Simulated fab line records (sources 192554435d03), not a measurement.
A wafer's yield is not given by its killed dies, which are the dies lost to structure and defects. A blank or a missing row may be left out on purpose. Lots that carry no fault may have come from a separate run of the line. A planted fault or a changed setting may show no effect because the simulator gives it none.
Matching of chambers + flow n5-finfet + rie-si-05 running N5_BEOL_M0_SAQP_ETCH_102: 4 sister chambers
The step etches SiO2 in CF4, target depth 4 nm, time 4.4 s. 7 wafers are shown with their chamber, then 9 later ones without.

== WAFERS, EACH WITH ITS CHAMBER ==
| wafer  | chamber | throttle-valve-pct (%) | drypump-motor-current-A (A) |
|--------|---------|------------------------|-----------------------------|
| L085.2 | 2       | 22.00                  | 5.69                        |
| L089.3 | 3       | 21.77                  | 5.77                        |
| L089.4 | 1       | 22.09                  | 5.66                        |
| L089.5 | 0       | 21.65                  | 5.99                        |
| L090.2 | 2       | 22.00                  | 5.68                        |
| L090.3 | 1       | 22.07                  | 5.68                        |
| L090.4 | 0       | 21.66                  | 6.02                        |

== WAFERS WHOSE CHAMBER IS MISSING ==
| wafer  | throttle-valve-pct (%) | drypump-motor-current-A (A) |
|--------|------------------------|-----------------------------|
| L091.1 | 22.08                  | 5.67                        |
| L091.3 | 21.64                  | 6.03                        |
| L091.6 | 22.08                  | 5.68                        |
| L092.2 | 22.06                  | 5.66                        |
| L092.5 | 22.08                  | 5.65                        |
| L092.6 | 21.68                  | 6.01                        |
| L096.4 | 22.01                  | 5.67                        |
| L096.5 | 22.02                  | 5.67                        |
| L096.6 | 21.79                  | 5.73                        |

== CHAMBER TAKEN BY EACH ==
| wafer  | from the rows above | in truth |
|--------|---------------------|----------|
| L091.1 | 1                   | 1        |
| L091.3 | 0                   | 0        |
| L091.6 | 1                   | 1        |
| L092.2 | 1                   | 1        |
| L092.5 | 1                   | 1        |
| L092.6 | 0                   | 0        |
| L096.4 | 2                   | 2        |
| L096.5 | 2                   | 2        |
| L096.6 | 3                   | 3        |
Placed correctly: 9 of 9. From these rows, 0 cannot be placed. 0 placed wrongly.
How it was worked out, from the rows above alone: a wafer's distance from a chamber is the root of the sum, over the readings, of the square of ((its reading less the chamber's mean) divided by the reading's scatter). The wafer belongs to the nearest chamber; if the next one is less than 2 further off, it can't be placed. The mean given for a chamber averages the wafers shown for that chamber. The scatter: take each reading less its chamber's mean, square it, sum over the shown wafers, divide by the number of wafers less the number of chambers, and take the root.
